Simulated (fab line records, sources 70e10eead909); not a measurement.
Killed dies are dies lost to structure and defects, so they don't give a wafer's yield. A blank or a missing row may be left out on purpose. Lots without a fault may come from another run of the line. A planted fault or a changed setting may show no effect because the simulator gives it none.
fab line records | flow nand_harc
record lots=5 wafers=14 last_day=23
route steps=1159 shown P_CONTACT@236 P_M0@253 END@1159
lots that met no fault: from a run of the same line without faults
start_h: hours from the record's first day to the start of the lot's first wafer shown | wait_h: hours since the lot's step before | " the same as in the row above | L1.1+2: a row that stands for several wafers | - no value, or no start given | * or withheld: withheld | < > ~ a bound
route shown NAME@n: a module of which the file shows steps, and the number in the route of the first | usual: mean/standard deviation of fault-free wafers | same: alike in all rows | chamber/n: place in a boat | sites: the reading at each site | _std_site: their standard deviation | _edge_site: outer sites' mean less inner sites' | radius_mm: how far each site lies from the wafer's centre | mask NAME#n: copy n | behind: the tool/chamber that last shaped the wafer | hold: why the lot was held/for how many hours/how that ended | device: the transistor (n, p or np) that didn't switch | end of line: the same wafers' tests at the end of the route | a step without rows: its recipe alone | killed: dies lost to structure and defects at the first sort, not the wafer's yield | map: a wafer's dies, x killed, . not, _ none there
set.NAME: the setting as run; set.NAME@STEP: as run at that earlier step | model.NAME: the simulator's own value behind a step, which no gauge read
lots at some steps of the route; a table a step, a row a wafer
services: from which hour (start_h, from the record's first day; less than 0 if before it) a tool's chamber was out of use, for how many hours, and why
## steps
# step NHARC_P_CONTACT_ETCH_35
# recipe target_depth_a=390 over_etch_frac=0.3 time_s=65 ion_energy_ev=80 cf4_flow_sccm=150 ar_flow_sccm=0 rf_w=300 bias_w=100 chemistry=CF4
# usual drypump_motor_current_A=6.0/0.38 oes_product_au=1.000/0.0077 rf_vpp_V=150.9/1.2 showerhead_plenum_p_Torr=1.74/0.068 throttle_valve_pct=13.284/0.0093
# columns lot.wafer tool chamber start_h wait_h drypump_motor_current_A oes_product_au rf_hours_counter_h rf_vpp_V showerhead_plenum_p_Torr throttle_valve_pct
L973.1 rie_diel-10 3 113.29 0.1 5.8 0.995 9 149.7 1.74 13.273
L973.2 " 0 " " 5.7 0.999 11 150.0 1.66 13.280
L973.6 " 3 " " 5.8 1.002 - 151.0 1.74 13.279
L983.3 rie_diel-04 1 173.17 0.1 6.7 0.995 4 152.0 1.78 13.292
L983.4 " 2 " " 6.2 1.007 5 152.4 1.81 13.284
L983.6 " 1 " " 6.6 0.987 - 151.3 1.78 13.276
L985.3 rie_diel-04 1 184.27 0.1 6.6 0.994 6 151.2 1.78 13.271
L985.6 " 2 " " 6.3 0.995 - 151.0 1.81 13.302
L991.1 rie_diel-04 0 218.09 0.1 5.4 1.008 9 150.5 1.67 13.289
L991.4 " 1 " " 6.6 0.990 9 151.9 1.78 13.278
L991.5 " 0 " " 5.4 0.995 - 150.4 1.67 13.290
L995.3 rie_diel-04 3 241.41 0.1 5.8 0.991 12 147.6 1.66 13.295
L995.1 " 1 " " 6.7 0.984 12 151.6 1.78 13.282
L995.6 " 2 " " 6.2 0.998 - 152.0 1.81 13.294
# step NHARC_P_CONTACT_ETCH_36
# recipe target_depth_a=2600 over_etch_frac=0.25 time_s=406.25 ion_energy_ev=200 n2_flow_sccm=150 h2_flow_sccm=150 ar_flow_sccm=0 rf_w=400 bias_w=150 chemistry=N2/H2
# step NHARC_P_CONTACT_ETCH_18
# recipe target_depth_a=4810 time_s=240.5 c4f8_flow_sccm=20 o2_flow_sccm=10 ar_flow_sccm=withheld rf_w=600 bias_w=1500 chemistry=C4F8/O2/Ar
# usual oes_product_au=0.961/0.019 rf_vpp_V=976/5.5
# columns lot.wafer tool chamber start_h wait_h oes_product_au rf_hours_counter_h rf_vpp_V
L973.1 rie_diel-10 0 - - 0.974 12 968
L973.2 " 1 " " 0.992 12 976
L973.6 " 3 " " 0.976 - 978
L983.3 rie_diel-04 0 - - 0.930 5 970
L983.4 " 1 " " 0.920 5 979
L983.6 " 2 " " 0.930 - 982
L985.3 rie_diel-04 2 - - 0.971 6 982
L985.6 " 0 " " 0.977 - 970
L991.1 rie_diel-04 3 - - 0.929 9 970
L991.4 " 1 " " 0.915 9 979
L991.5 " 2 " " 0.931 - 981
L995.1 rie_diel-04 2 - - 0.943 12 982
L995.3 " 0 " " 0.966 13 969
L995.6 " 1 " " 0.929 - 977
# step NHARC_P_CONTACT_STRIP_37
# recipe c4f8_flow_sccm=withheld o2_flow_sccm=8 ar_flow_sccm=withheld bias_w=0 chemistry=C4F8/O2/Ar
# step NHARC_P_CONTACT_ETCH_31
# recipe target_depth_a=300 time_s=85.7 ion_energy_ev=120 over_etch_frac=1 ch3f_flow_sccm=50 o2_flow_sccm=30 ar_flow_sccm=200 rf_w=500 bias_w=100 chemistry=CH3F/O2
# usual drypump_motor_current_A=6.0/0.38 oes_product_au=0.981/0.013 rf_vpp_V=243.9/1.5 showerhead_plenum_p_Torr=2.42/0.1 throttle_valve_pct=20.663/0.0088
# columns lot.wafer tool chamber start_h wait_h drypump_motor_current_A oes_product_au rf_hours_counter_h rf_vpp_V showerhead_plenum_p_Torr throttle_valve_pct
L973.2 rie_diel-10 3 - - 5.8 0.986 10 244.9 2.42 20.659
L973.1 " 0 " " 5.8 0.983 12 241.4 2.30 20.668
L973.6 " 1 " " 5.8 0.999 - 244.4 2.40 20.674
L983.4 rie_diel-04 0 - - 5.4 0.985 5 243.3 2.31 20.650
L983.3 " 2 " " 6.3 0.997 5 245.8 2.53 20.673
L983.6 " 0 " " 5.4 0.980 - 242.2 2.31 20.671
L985.3 rie_diel-04 0 - - 5.4 0.998 7 241.9 2.31 20.669
L985.6 " 2 " " 6.3 0.985 - 243.8 2.52 20.658
L991.4 rie_diel-04 1 - - 6.6 0.940 9 244.7 2.47 20.661
L991.1 " 2 " " 6.2 0.964 9 245.0 2.52 20.670
L991.5 " 2 " " 6.2 0.969 - 245.5 2.52 20.657
L995.3 rie_diel-04 2 - - 6.3 0.986 13 244.6 2.52 20.679
L995.1 " 3 " " 5.8 0.980 12 243.0 2.30 20.669
L995.6 " 2 " " 6.2 0.999 - 246.1 2.52 20.666
# step NHARC_P_CONTACT_CD_MEAS_19
# usual cd_nm=89.4/2.1
# columns lot.wafer tool chamber start_h wait_h cd_nm
L973.1 cd_sem-02 - 114.14 - 89.1
L973.2 " - " " 90.7
L973.6 " - " " 89.6
L983.3 cd_sem-02 - 174.02 - 91.0
L983.4 " - " " 85.7
L983.6 " - " " 86.9
L985.3 cd_sem-03 - 185.04 - 84.5
L985.6 " - " " 86.2
L991.1 cd_sem-01 - 219.29 - 92.2
L991.4 " - " " 86.0
L991.5 " - " " 88.2
L995.1 cd_sem-02 - 242.23 - 87.5
L995.3 " - " " 91.7
L995.6 " - " " 85.6
# step NHARC_P_CONTACT_STRIP_28
# recipe o2_flow_sccm=500 ar_flow_sccm=0 bias_w=0 chemistry=O2
# step NHARC_P_CONTACT_STRIP_29
# recipe time_s=1200 temp_c=72.5 chemistry=post_etch_residue_remover
# step NHARC_P_CONTACT_DEGAS_38
# recipe temp_c=300 time_s=60
# step NHARC_P_CONTACT_PRE_CLEAN_39
# recipe time_s=19.5 bias_v=250 gas=Ar
# step NHARC_P_CONTACT_PVD_32
# recipe target_thk_a=50 chamber_pressure_pa=5 power_w=5000 substrate_temp_c=200 time_s=17.7 material=Ti
# usual throttle_valve_pct=30.5/0.99
# columns lot.wafer tool chamber start_h wait_h throttle_valve_pct
L973.2 pvd_sputter-01 - - - 31.8
L973.1 " - " " 29.9
L973.6 " - " " 31.7
L983.4 pvd_sputter-01 - - - 30.6
L983.3 " - " " 30.2
L983.6 " - " " 30.3
L985.3 pvd_sputter-01 - - - 31.4
L985.6 " - " " 31.6
L991.4 pvd_sputter-03 - - - 31.1
L991.1 " - " " 28.4
L991.5 " - " " 28.5
L995.1 pvd_sputter-01 - - - 31.6
L995.3 " - " " 30.7
L995.6 " - " " 31.9
# step NHARC_P_CONTACT_ALD_22
# recipe target_thk_a=30 pulse_time_s=1 ald_cycles=150 temp_c=450 material=TiN
# step NHARC_P_CONTACT_CVD_23
# recipe target_thk_a=2000 temp_c=300 pressure_torr=40 wf6_flow_sccm=40 h2_flow_sccm=1600 ar_flow_sccm=1560 time_s=557 material=W
# usual heater_power_w=499/81 throttle_valve_pct=8.0/0.43
# columns lot.wafer tool chamber start_h wait_h heater_power_w throttle_valve_pct
L973.1 cvd_w-02 1 115.50 - 443 7.8
L973.2 " 0 " " 623 8.6
L973.6 " 1 " " 459 7.7
L983.4 cvd_w-02 0 175.35 - 627 8.5
L983.3 " 1 " " 440 7.9
L983.6 " 0 " " 627 8.4
L985.3 cvd_w-01 1 186.84 - 418 8.4
L985.6 " 1 " " 415 8.5
L991.1 cvd_w-02 1 226.57 - 462 7.6
L991.4 " 1 " " 450 7.6
L991.5 " 0 " " 631 8.1
L995.1 cvd_w-01 0 247.52 - 459 7.7
L995.3 " 0 " " 465 7.5
L995.6 " 0 " " 468 7.7
# step NHARC_P_CONTACT_CMP_24
# recipe t_overpolish_s=30 target_thk_nm=200
# usual motor_current_A=11.9/0.84 overpolish_run_s=29.999/0.0091 time_to_endpoint_s=38.9/3
# columns lot.wafer tool chamber start_h wait_h motor_current_A overpolish_run_s time_to_endpoint_s
L973.1 cmp-04 1 116.16 0.6 11.6 29.999 38.6
L973.2 " 0 " " 11.5 29.994 44.3
L973.6 " 1 " " 12.0 30.000 42.1
L983.3 cmp-01 0 175.85 0.3 11.9 30.009 41.3
L983.4 " 1 " " 11.4 30.023 38.4
L983.6 " 0 " " 12.0 29.992 41.6
L985.3 cmp-03 0 187.30 0.4 12.0 30.018 32.3
L985.6 " 2 " " 9.9 30.005 37.2
L991.4 cmp-04 3 227.15 0.3 11.7 30.005 36.7
L991.1 " 1 " " 11.2 29.985 37.6
L991.5 " 3 " " 11.4 29.992 39.2
L995.1 cmp-04 1 248.07 0.5 11.3 29.975 37.2
L995.3 " 2 " " 11.7 30.006 38.2
L995.6 " 1 " " 11.2 30.003 38.9
# step NHARC_P_CONTACT_SRD_26
# step NHARC_P_M0_DEP_00
# recipe target_thk_a=1500 target_thk_nm=150 temp_c=withheld pressure_torr=5 flow_sccm=200 rf_w=600 material=SiOC
# step NHARC_P_M0_DEHYDRATE_01
# recipe temp_c=150 time_s=120
# step NHARC_P_M0_HMDS_02
# recipe time_s=30
# step NHARC_P_M0_COAT_33
# recipe temp_c=200 time_s=65
# step NHARC_P_M0_COAT_03
# recipe spin_rpm=1500 resist_thk_nm=90
# step NHARC_P_M0_SOFTBAKE_04
# recipe temp_c=105 time_s=55
# step NHARC_P_M0_EBR_05
# step NHARC_P_M0_EXPOSE_06
# recipe na=1.35 target_cd_nm=90 dose_mj=81.28 mask_id=P_M0
# step NHARC_P_M0_PEB_07
# recipe peb_temp_c=100 peb_time_s=65
# step NHARC_P_M0_DEVELOP_08
# recipe develop_time_s=35 dev_temp_c=23
# step NHARC_P_M0_CD_MEAS_09
# recipe target_cd_nm=90 landing_energy_ev=500
# usual cd_nm=89.8/0.68
# columns lot.wafer tool chamber start_h wait_h cd_nm
L973.1 cd_sem-01 0 117.46 - 90.4
L973.2 " 0 " " 89.2
L973.6 " 0 " " 88.9
L983.3 cd_sem-02 0 177.13 - 89.1
L983.4 " 0 " " 89.2
L983.6 " 0 " " 88.8
L985.3 cd_sem-03 0 188.55 - 89.0
L985.6 " 0 " " 89.0
L991.1 cd_sem-01 0 228.46 - 89.7
L991.4 " 0 " " 89.8
L991.5 " 0 " " 89.2
L995.1 cd_sem-03 0 249.37 - 89.7
L995.3 " 0 " " 89.9
L995.6 " 0 " " 89.8
# step NHARC_P_M0_OVL_MEAS_10
# recipe pitch_nm=180
# usual overlay_x_nm=-0.1/0.78 overlay_y_nm=-0.1/0.86
# columns lot.wafer tool chamber start_h wait_h overlay_x_nm overlay_y_nm
L973.1 overlay-01 - 117.55 - -1.5 -1.6
L973.2 " - " " -1.7 -1.2
L973.6 " - " " -1.2 -1.6
L983.3 overlay-02 - 177.22 - 0.2 0.5
L983.4 " - " " 0.0 0.6
L983.6 " - " " 0.5 0.4
L985.3 overlay-01 - 188.64 - 0.5 2.1
L985.6 " - " " 0.3 1.8
L991.1 overlay-01 - 228.55 - 0.1 0.1
L991.4 " - " " 0.4 0.1
L991.5 " - " " 0.5 -0.4
L995.1 overlay-02 - 249.46 - -0.4 -0.2
L995.3 " - " " -0.4 -0.5
L995.6 " - " " -0.1 0.1
# step NHARC_END_SORT_01
# recipe temp_c=25
# usual killed_at_array=27/9.9 killed_at_other=0.6/0.84 killed_at_periphery=3.7/2.5 killed_dies=31/9.9 killed_open=3.0/1.6 killed_short=1.9/1.2
# same gross_dies=677
# columns lot.wafer tool chamber start_h wait_h killed_at_array killed_at_other killed_at_periphery killed_dies killed_open killed_short
L985.3 prober-01 0 549.90 3.1 26 0 91 117 2 2
L985.6 prober-01 0 552.28 4.0 41 0 79 120 4 5
L995.1 prober-02 0 558.31 2.5 41 1 3 45 4 1
L995.3 prober-02 0 559.92 3.1 30 0 1 31 3 0
L995.6 prober-02 0 562.33 4.0 34 0 2 36 4 1
# killed by level:class
L985.3 P_CONTACT:unspecified=85 A_CHANNEL_HOLE_D1:chamber_film_flake=14 P_ZERO_WELL:chamber_film_flake=5 A_SLIT:chamber_film_flake=4 A_CONTACT:chamber_film_flake=3 A_ONON_D1:geometric_particle:open=1 A_SGD_CUT:geometric_particle:short=1 A_CONTACT:geometric_particle:open=1
L985.6 P_CONTACT:unspecified=74 A_CHANNEL_HOLE_D1:chamber_film_flake=19 A_SLIT:chamber_film_flake=11 A_STAIRCASE:chamber_film_flake=4 P_M0:geometric_particle:short=2 A_CONTACT:chamber_film_flake=2 P_M0:geometric_particle:open=1 P_BONDPAD:geometric_particle:short=1
L995.1 A_SLIT:chamber_film_flake=23 A_CHANNEL_HOLE_D1:chamber_film_flake=8 A_STAIRCASE:chamber_film_flake=4 P_M0:geometric_particle:open=1 A_WL_FILL:geometric_particle:short=1 A_CONTACT:geometric_particle:open=1 A_M1:geometric_particle:open=1 STARTING-WAFER:geometric_particle:open=1
L995.3 A_SLIT:chamber_film_flake=13 A_CHANNEL_HOLE_D1:chamber_film_flake=4 A_STAIRCASE:chamber_film_flake=4 A_CONTACT:chamber_film_flake=2 A_M0:chamber_film_flake=2 A_CHANNEL_HOLE_D1:geometric_particle:open=1 A_WL_FILL:geometric_particle:open=1 A_M1:geometric_particle:open=1
L995.6 A_SLIT:chamber_film_flake=18 A_CHANNEL_HOLE_D1:chamber_film_flake=6 A_M0:chamber_film_flake=3 A_CONTACT:geometric_particle:open=2 A_STAIRCASE:chamber_film_flake=2 P_M0:geometric_particle:open=1 A_WL_FILL:geometric_particle:short=1 A_M1:geometric_particle:open=1
# map L985.6 (x killed, . not)
____________.____________
_________......._________
_______..........._______
______.............______
_____..............._____
____.....x...........____
____...............x.____
___..........x..x.x...___
___..............xxx.x___
__..............xx.xxxx__
__............xxxxxxxxx__
_...........xx.xxxxxxxx._
_..............xxxxxxx.x_
_............x.xxxxxxx.._
_..x.....x...xxxxxxxxx.._
_.......x.....xxxxxxxxx._
..x...xx.......xxxxxxxx..
......x..........xxxx....
...x.x...........x..x.x..
....x...x.......xxx......
....x.xxx..........x.....
_...xx..x..............._
_....xx........x........_
_.....xx................_
_.xx..x................._
_......................x_
__.....................__
__.........x....x......__
___.........x......x..___
___....x..............___
____.................____
____.................____
_____...x..........._____
______.............______
_______..........._______
_________......._________
____________.____________
# map L995.1 (x killed, . not)
____________.____________
_________......._________
_______..........._______
______.............______
_____.......x......._____
____...........x...x.____
____...........x.x...____
___........x..xx.x....___
___...........x.x.x...___
__...........x.xx.x....__
__...........xx.x.xx...__
_..............xxx.x.xx._
_........x.........x...x_
_...............x.x....._
_...............x.....x._
_x...........x...x......_
..................x......
.........................
.......................x.
.........................
.........................
_.............x.x......._
_......................._
_......................._
_.....x................._
_......................._
__............x........__
__......x..............__
___...................___
___...................___
____.................____
____................x____
_____..............._____
______.............______
_______..........._______
_________......._________
____________.____________
## services
# columns tool chamber start_h hours kind
rie_diel-10 0 89.47 4.8 repair
rie_diel-04 1 89.75 9.2 repair
rie_diel-04 0 91.16 - clean
rie_diel-04 2 91.16 - clean
rie_diel-04 3 91.16 - clean
rie_diel-04 - 99.84 9.8 repair
pvd_sputter-03 - 102.00 10.0 pm
cmp-04 - 105.00 4.0 pm
rie_diel-04 - 111.90 9.0 pm
cvd_w-01 - 116.91 13.0 pm
rie_diel-04 3 122.92 4.4 repair
cmp-01 - 138.73 0.3 repair
pvd_sputter-03 - 144.05 0.7 repair
cmp-03 - 156.09 4.0 pm
cvd_w-01 1 156.09 15.4 repair
pvd_sputter-01 - 158.00 10.0 pm
rie_diel-10 - 176.50 9.0 pm
cmp-01 - 179.61 4.0 pm
cvd_w-01 - 189.41 1.3 repair
cmp-03 - 192.99 1.1 repair
cvd_w-02 - 200.78 13.0 pm
cmp-04 - 203.00 4.0 pm
cmp-03 - 212.43 3.1 repair
cmp-03 - 230.66 1.6 repair
## key
first_sign step=NHARC_END_SORT_01 reading=killed_at_periphery direction=up sigmas=33 usual=3.7 struck=85
effect step=NHARC_END_SORT_01 reading=killed_dies direction=up sigmas=8.8 usual=31 struck=118
more_kills_born_at NHARC_P_CONTACT_CVD_23@cvd_w-01=159
met_at NHARC_P_CONTACT_CVD_23
struck_wafers L985.3,L985.6
tester_left_out L985
also_fits NHARC_P_CONTACT_CMP_24:cmp-03
fault kind=chamber_particle_source tool=cvd_w-01 chamber=1 onset_h=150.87 steps=NHARC_P_CONTACT_CVD_23 rate_per_visit_cm2=0.72675 end_h=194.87
# tester_left_out: of these lots the tester's yield and bins aren't shown, on N5 and GAA mostly nor the transistor test; their killed dies are dies lost to structure and defects alone, not to doping, threshold or leakage, so they don't give the yield
